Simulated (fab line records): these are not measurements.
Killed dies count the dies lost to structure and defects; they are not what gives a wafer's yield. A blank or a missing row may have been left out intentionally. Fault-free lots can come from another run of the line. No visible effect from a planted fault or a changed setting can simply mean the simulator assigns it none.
fab line records -- flow nand_harc
[record] lots = 13, wafers = 39, last_day = 30
route steps=1302 shown P_M2@341 P_BONDPAD@369 END@1302
lots with no fault: from the same line, run without faults
start_h: hours from the record's first day to the start of the lot's first wafer shown -- wait_h: hours elapsed since this lot's preceding step -- " repeats the value in the row above -- L1.1+2: a single row standing in for several wafers -- - no value, or no start given -- * or withheld: withheld -- < > ~ a bound
route shown NAME@n: NAME is a module with steps in the file, n the number in the route of the first one -- usual: mean/standard deviation taken from wafers without a fault -- same: alike in all rows -- chamber/n: place in a boat -- sites: per-site readings -- _std_site: how widely they spread, as a standard deviation -- _edge_site: mean of outer sites minus mean of inner sites -- radius_mm: how far each site lies from the wafer's centre -- mask NAME#n: copy n -- behind: the tool/chamber that last shaped the wafer -- hold: why the lot went on hold/how many hours it stayed there/how the hold came to an end -- device: the transistor (n, p or np) that didn't switch -- end of line: the tests these same wafers got at the end of their route -- a step given without rows: its recipe and nothing more -- killed: count of dies lost to structure and defects at first sort (not the wafer's yield) -- map: shows each die of a wafer: x if killed, . if not, _ if none is there
set.NAME: setting as actually run; set.NAME@STEP: the setting as run at that earlier step -- model.NAME: the simulator's own value behind a step, which no gauge read
a sample of lots followed through the steps of the route, with each step as a table and each wafer as a row
services: from which hour (start_h, from the record's first day; less than 0 if before it) a tool's chamber was out of use, for how many hours, and why
[[steps]]
[step NHARC_P_M2_PVD_21]
[recipe] target_thk_a = 300, chamber_pressure_pa = 5, power_w = 5000, substrate_temp_c = 30, time_s = 20.49, material = Cu
[usual] throttle_valve_pct = 29.8/1
lot.wafer,tool,chamber,start_h,wait_h,throttle_valve_pct
L143.4,pvd_sputter-02,-,-,-,28.2
L143.2,pvd_sputter-02,-,-,-,30.6
L143.3,pvd_sputter-02,-,-,-,30.7
L144.3,pvd_sputter-02,-,-,-,30.7
L144.2,pvd_sputter-02,-,-,-,30.4
L144.6,pvd_sputter-02,-,-,-,30.2
L145.1,pvd_sputter-03,-,-,-,30.0
L145.5,pvd_sputter-03,-,-,-,29.4
L145.6,pvd_sputter-03,-,-,-,31.1
L142.4,pvd_sputter-03,-,-,-,29.8
L142.5,pvd_sputter-03,-,-,-,28.2
L142.6,pvd_sputter-03,-,-,-,30.1
L146.1,pvd_sputter-01,-,-,-,28.5
L146.4,pvd_sputter-01,-,-,-,31.0
L146.6,pvd_sputter-01,-,-,-,28.5
L147.1,pvd_sputter-01,-,-,-,31.2
L147.4,pvd_sputter-01,-,-,-,28.5
L147.5,pvd_sputter-01,-,-,-,29.7
L149.4,pvd_sputter-01,-,-,-,28.5
L149.3,pvd_sputter-01,-,-,-,29.7
L149.6,pvd_sputter-01,-,-,-,29.6
L150.2,pvd_sputter-03,-,-,-,29.7
L150.4,pvd_sputter-03,-,-,-,31.2
L150.5,pvd_sputter-03,-,-,-,29.7
L151.2,pvd_sputter-01,-,-,-,30.9
L151.6,pvd_sputter-01,-,-,-,29.5
L151.5,pvd_sputter-01,-,-,-,30.9
L153.3,pvd_sputter-01,-,-,-,29.0
L153.6,pvd_sputter-01,-,-,-,30.4
L153.5,pvd_sputter-01,-,-,-,31.2
L155.2,pvd_sputter-02,-,-,-,30.4
L155.6,pvd_sputter-02,-,-,-,28.9
L155.5,pvd_sputter-02,-,-,-,30.6
L156.3,pvd_sputter-03,-,-,-,31.1
L156.2,pvd_sputter-03,-,-,-,28.9
L156.1,pvd_sputter-03,-,-,-,29.7
L157.2,pvd_sputter-02,-,-,-,31.1
L157.3,pvd_sputter-02,-,-,-,29.1
L157.4,pvd_sputter-02,-,-,-,28.4
[step NHARC_P_M2_ANNEAL_31]
[recipe] temp_c = 225, time_s = 90
[usual] wafer_temp_C_max = 226.4/0.63
lot.wafer,tool,chamber,start_h,wait_h,wafer_temp_C_max
L143.2,rtp_anneal-01,0,148.33,0.5,227.1
L143.3,rtp_anneal-01,0,148.33,0.5,226.4
L143.4,rtp_anneal-01,0,148.33,0.5,227.0
L144.2,rtp_anneal-02,0,160.40,-,225.6
L144.3,rtp_anneal-02,0,160.40,-,226.1
L144.6,rtp_anneal-02,0,160.40,-,225.7
L145.1,rtp_anneal-02,0,165.34,0.3,226.1
L145.5,rtp_anneal-02,0,165.34,0.3,226.1
L145.6,rtp_anneal-02,0,165.34,0.3,226.0
L142.4,rtp_anneal-02,0,167.97,0.4,225.8
L142.5,rtp_anneal-02,0,167.97,0.4,225.7
L142.6,rtp_anneal-02,0,167.97,0.4,225.9
L146.1,rtp_anneal-02,0,172.30,0.3,226.2
L146.4,rtp_anneal-02,0,172.30,0.3,225.9
L146.6,rtp_anneal-02,0,172.30,0.3,226.0
L147.1,rtp_anneal-02,0,180.15,0.3,226.1
L147.4,rtp_anneal-02,0,180.15,0.3,226.0
L147.5,rtp_anneal-02,0,180.15,0.3,226.1
L149.3,rtp_anneal-02,0,202.25,-,225.8
L149.4,rtp_anneal-02,0,202.25,-,225.8
L149.6,rtp_anneal-02,0,202.25,-,225.7
L150.2,rtp_anneal-02,0,216.13,-,225.8
L150.4,rtp_anneal-02,0,216.13,-,226.1
L150.5,rtp_anneal-02,0,216.13,-,225.8
L151.2,rtp_anneal-02,0,220.75,-,226.3
L151.5,rtp_anneal-02,0,220.75,-,225.8
L151.6,rtp_anneal-02,0,220.75,-,225.8
L153.3,rtp_anneal-01,0,241.52,-,227.0
L153.5,rtp_anneal-01,0,241.52,-,226.7
L153.6,rtp_anneal-01,0,241.52,-,226.9
L155.2,rtp_anneal-02,0,282.16,0.3,225.8
L155.5,rtp_anneal-02,0,282.16,0.3,225.8
L155.6,rtp_anneal-02,0,282.16,0.3,225.3
L156.1,rtp_anneal-01,0,283.15,-,226.6
L156.2,rtp_anneal-01,0,283.15,-,227.0
L156.3,rtp_anneal-01,0,283.15,-,226.7
L157.2,rtp_anneal-02,0,296.12,0.4,226.5
L157.3,rtp_anneal-02,0,296.12,0.4,226.0
L157.4,rtp_anneal-02,0,296.12,0.4,226.1
[step NHARC_P_M2_THK_MEAS_24]
[recipe] thk_meas_gauge = xrf
[usual] thk_nm = 144.2/1.4
lot.wafer,tool,chamber,start_h,wait_h,thk_nm
L143.2,film_metro-01,-,148.93,-,142.1
L143.3,film_metro-01,-,148.93,-,140.7
L143.4,film_metro-01,-,148.93,-,141.5
L144.2,film_metro-02,-,161.01,-,146.2
L144.3,film_metro-02,-,161.01,-,144.8
L144.6,film_metro-02,-,161.01,-,145.1
L145.1,film_metro-01,-,166.00,-,146.8
L145.5,film_metro-01,-,166.00,-,143.0
L145.6,film_metro-01,-,166.00,-,146.2
L142.4,film_metro-01,-,168.47,-,142.7
L142.5,film_metro-01,-,168.47,-,145.5
L142.6,film_metro-01,-,168.47,-,146.6
L146.1,film_metro-02,-,172.96,-,144.9
L146.4,film_metro-02,-,172.96,-,145.4
L146.6,film_metro-02,-,172.96,-,143.9
L147.1,film_metro-02,-,180.84,-,143.8
L147.4,film_metro-02,-,180.84,-,143.3
L147.5,film_metro-02,-,180.84,-,144.6
L149.3,film_metro-02,-,202.81,-,141.9
L149.4,film_metro-02,-,202.81,-,143.6
L149.6,film_metro-02,-,202.81,-,143.2
L150.2,film_metro-02,-,216.74,-,144.6
L150.4,film_metro-02,-,216.74,-,144.5
L150.5,film_metro-02,-,216.74,-,143.7
L151.2,film_metro-01,-,221.35,-,144.4
L151.5,film_metro-01,-,221.35,-,141.3
L151.6,film_metro-01,-,221.35,-,144.9
L153.3,film_metro-02,-,242.07,-,143.1
L153.5,film_metro-02,-,242.07,-,144.4
L153.6,film_metro-02,-,242.07,-,142.1
L155.2,film_metro-01,-,282.78,-,141.1
L155.5,film_metro-01,-,282.78,-,146.6
L155.6,film_metro-01,-,282.78,-,143.2
L156.1,film_metro-01,-,283.81,-,142.7
L156.2,film_metro-01,-,283.81,-,145.4
L156.3,film_metro-01,-,283.81,-,146.2
L157.2,film_metro-02,-,296.73,-,143.8
L157.3,film_metro-02,-,296.73,-,144.0
L157.4,film_metro-02,-,296.73,-,143.0
[step NHARC_P_BONDPAD_ETCH_12]
[recipe] target_depth_a = 2000, time_s = 100, chf3_flow_sccm = 50, o2_flow_sccm = 10, ar_flow_sccm = 200, rf_w = 500, bias_w = 200, chemistry = CHF3/O2
[usual] drypump_motor_current_A = 6.0/0.54, oes_product_au = 0.945/0.022, rf_vpp_V = 371.6/1.6, run_length_s = 121.5/0.49, showerhead_plenum_p_Torr = 2.45/0.061, throttle_valve_pct = 20.573/0.0091
lot.wafer,tool,chamber,start_h,wait_h,drypump_motor_current_A,oes_product_au,rf_hours_counter_h,rf_vpp_V,run_length_s,showerhead_plenum_p_Torr,throttle_valve_pct
L143.4,rie_diel-10,1,151.31,-,6.5,0.921,3.2,374.0,121.1,2.50,20.581
L143.3,rie_diel-10,2,151.31,-,6.7,0.936,3.1,373.8,122.0,2.56,20.572
L143.2,rie_diel-10,3,151.31,-,5.2,0.918,3.4,368.5,121.3,2.35,20.574
L144.3,rie_diel-13,3,163.48,-,6.1,0.963,5.2,372.2,121.5,2.47,20.574
L144.2,rie_diel-13,1,163.48,-,5.5,0.974,4.5,372.7,122.1,2.49,20.572
L144.6,rie_diel-13,2,163.48,-,5.5,0.975,-,371.6,121.6,2.47,20.574
L145.1,rie_diel-10,0,168.23,-,6.1,0.967,4.7,370.4,122.4,2.42,20.594
L145.6,rie_diel-10,1,168.23,-,6.5,0.958,-,372.8,121.4,2.50,20.564
L145.5,rie_diel-10,2,168.23,-,6.6,0.960,-,374.3,121.8,2.56,20.570
L142.4,rie_diel-10,1,170.70,-,6.5,0.978,4.6,373.2,121.1,2.50,20.572
L142.5,rie_diel-10,3,170.70,-,5.2,0.970,-,368.3,121.0,2.35,20.574
L142.6,rie_diel-10,0,170.70,-,6.1,0.961,-,370.2,122.0,2.42,20.579
L146.1,rie_diel-13,3,175.27,-,6.1,0.982,0.0,372.0,121.1,2.47,20.583
L146.4,rie_diel-13,0,175.27,-,6.5,0.978,0.0,371.1,121.0,2.41,20.576
L146.6,rie_diel-13,0,175.27,-,6.5,0.983,-,370.1,120.9,2.41,20.566
L147.1,rie_diel-13,0,183.07,-,6.5,0.974,0.1,370.3,120.7,2.41,20.557
L147.4,rie_diel-13,1,183.07,-,5.6,0.969,0.1,372.3,121.9,2.49,20.569
L147.5,rie_diel-13,2,183.07,-,5.5,0.951,-,372.6,121.8,2.47,20.580
L149.3,rie_diel-07,0,205.02,-,4.9,0.942,3.6,369.3,121.4,2.37,20.586
L149.4,rie_diel-07,1,205.02,-,6.5,0.940,3.0,371.1,121.6,2.39,20.568
L149.6,rie_diel-07,1,205.02,-,6.5,0.936,-,371.1,121.5,2.39,20.580
L150.4,rie_diel-10,0,218.94,-,6.1,0.912,8.3,370.6,122.3,2.42,20.580
L150.2,rie_diel-10,2,218.94,-,6.7,0.916,7.9,375.3,122.3,2.56,20.585
L150.5,rie_diel-10,1,218.94,-,6.4,0.923,-,373.1,121.1,2.50,20.559
L151.2,rie_diel-10,3,223.72,-,5.2,0.921,8.4,369.1,121.0,2.34,20.588
L151.5,rie_diel-10,1,223.72,-,6.5,0.916,-,371.6,121.7,2.50,20.579
L151.6,rie_diel-10,3,223.72,-,5.1,0.919,-,369.6,121.6,2.34,20.566
L153.3,rie_diel-13,1,244.42,-,5.5,0.964,1.3,373.7,121.9,2.49,20.581
L153.5,rie_diel-13,2,244.42,-,5.5,0.969,-,372.8,121.8,2.47,20.578
L153.6,rie_diel-13,3,244.42,-,6.1,0.952,-,372.4,121.3,2.47,20.567
L155.2,rie_diel-10,3,285.01,-,5.1,0.951,0.6,368.0,121.2,2.34,20.567
L155.5,rie_diel-10,0,285.01,-,6.1,0.947,-,370.1,122.0,2.41,20.562
L155.6,rie_diel-10,1,285.01,-,6.5,0.971,-,372.1,121.4,2.50,20.565
L156.1,rie_diel-13,0,286.15,-,6.5,0.922,2.8,369.8,120.8,2.41,20.581
L156.3,rie_diel-13,2,286.15,-,5.5,0.919,2.6,371.5,122.1,2.47,20.580
L156.2,rie_diel-13,3,286.15,-,6.1,0.934,2.8,371.4,121.2,2.47,20.583
L157.3,rie_diel-13,2,299.07,-,5.5,0.934,2.8,371.1,121.7,2.47,20.563
L157.4,rie_diel-13,3,299.07,-,6.1,0.925,3.1,371.9,130.1,2.47,20.578
L157.2,rie_diel-13,0,299.07,-,6.5,0.933,3.1,370.0,120.4,2.41,20.556
[step NHARC_END_SORT_01]
[recipe] temp_c = 25
[usual] defect_limited_yield = 90.6/2.8, killed_at_array = 58/20, killed_at_other = 0.8/1, killed_at_periphery = 4.6/2.8, killed_dies = 63/19, killed_open = 3.4/2, killed_short = 2.4/1.8
[same] gross_dies = 677
lot.wafer,tool,chamber,start_h,wait_h,defect_limited_yield[%],killed_at_array,killed_at_other,killed_at_periphery,killed_dies,killed_open,killed_short
L153.3,prober-02,0,680.66,3.1,91.1,51,0,9,60,3,3
L153.5,prober-02,0,682.26,3.7,92.2,51,0,2,53,3,3
L153.6,prober-02,0,683.07,4.0,91.9,46,0,9,55,3,4
// killed by level:class
L153.3 A_SLIT:chamber_film_flake=30 A_CHANNEL_HOLE_D1:chamber_film_flake=6 A_CONTACT:chamber_film_flake=5 P_M2:chamber_film_flake=4 A_STAIRCASE:chamber_film_flake=4 A_CHANNEL_FILL_D2:geometric_particle:short=2 P_GATE:chamber_film_flake=2 P_CONTACT:geometric_particle:short=1
L153.5 A_SLIT:chamber_film_flake=32 A_CONTACT:chamber_film_flake=6 A_CHANNEL_HOLE_D1:chamber_film_flake=4 P_M2:chamber_film_flake=2 A_CHANNEL_FILL_D1:geometric_particle:short=1 A_CHANNEL_HOLE_D2:geometric_particle:open=1 A_CHANNEL_FILL_D2:geometric_particle:open=1 A_SGD_CUT:geometric_particle:short=1
L153.6 A_SLIT:chamber_film_flake=31 P_M2:chamber_film_flake=6 A_CONTACT:chamber_film_flake=4 A_CHANNEL_HOLE_D1:chamber_film_flake=3 A_STAIRCASE:chamber_film_flake=2 P_GATE:geometric_particle:short=1 P_M0:geometric_particle:short=1 A_ONON_D2:geometric_particle:open=1
[[services]]
tool,chamber,start_h,hours,kind
rie_diel-07,2,124.72,11.9,repair
rie_diel-13,0,144.00,-,clean
rie_diel-13,1,144.00,-,clean
rie_diel-13,2,144.00,-,clean
rie_diel-13,3,144.00,-,clean
rie_diel-10,0,148.01,-,clean
rie_diel-10,1,148.01,-,clean
rie_diel-10,2,148.01,-,clean
rie_diel-13,0,153.55,8.5,repair
rie_diel-10,-,157.75,1.0,repair
rie_diel-13,-,165.03,9.0,pm
pvd_sputter-03,-,170.00,10.0,pm
rie_diel-13,1,219.86,3.0,repair
rie_diel-10,2,221.95,30.9,repair
pvd_sputter-01,-,226.00,10.0,pm
rie_diel-07,-,230.30,1.5,repair
rie_diel-07,3,237.47,48.7,repair
rie_diel-10,-,242.50,9.0,pm
rie_diel-10,3,261.94,11.0,repair
pvd_sputter-01,-,269.80,2.5,repair
pvd_sputter-02,-,282.00,10.0,pm
rie_diel-13,1,284.03,6.1,repair
rie_diel-07,-,289.72,0.4,repair
rie_diel-07,-,294.26,9.0,pm
[[key]]
[first_sign] step = NHARC_P_BONDPAD_ETCH_12, reading = run_length_s, direction = up, sigmas = 18, usual = *, struck = *
effect none on later readings
met_at NHARC_P_BONDPAD_ETCH_12
struck_lots L157
struck_wafers L157.4
not_acting_at NHARC_P_M2_PVD_21,NHARC_P_M2_ANNEAL_31,NHARC_P_M2_THK_MEAS_24
onset_between 286.15 299.07
[fault] kind = process_parameter_drift, tool = rie_diel-13, chamber = -, onset_h = 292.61, steps = NHARC_P_BONDPAD_ETCH_12, channel = time_s, offset = *, shape = step, end_h = 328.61, scope = struck_wafers_only, acts_in = *, stated = *
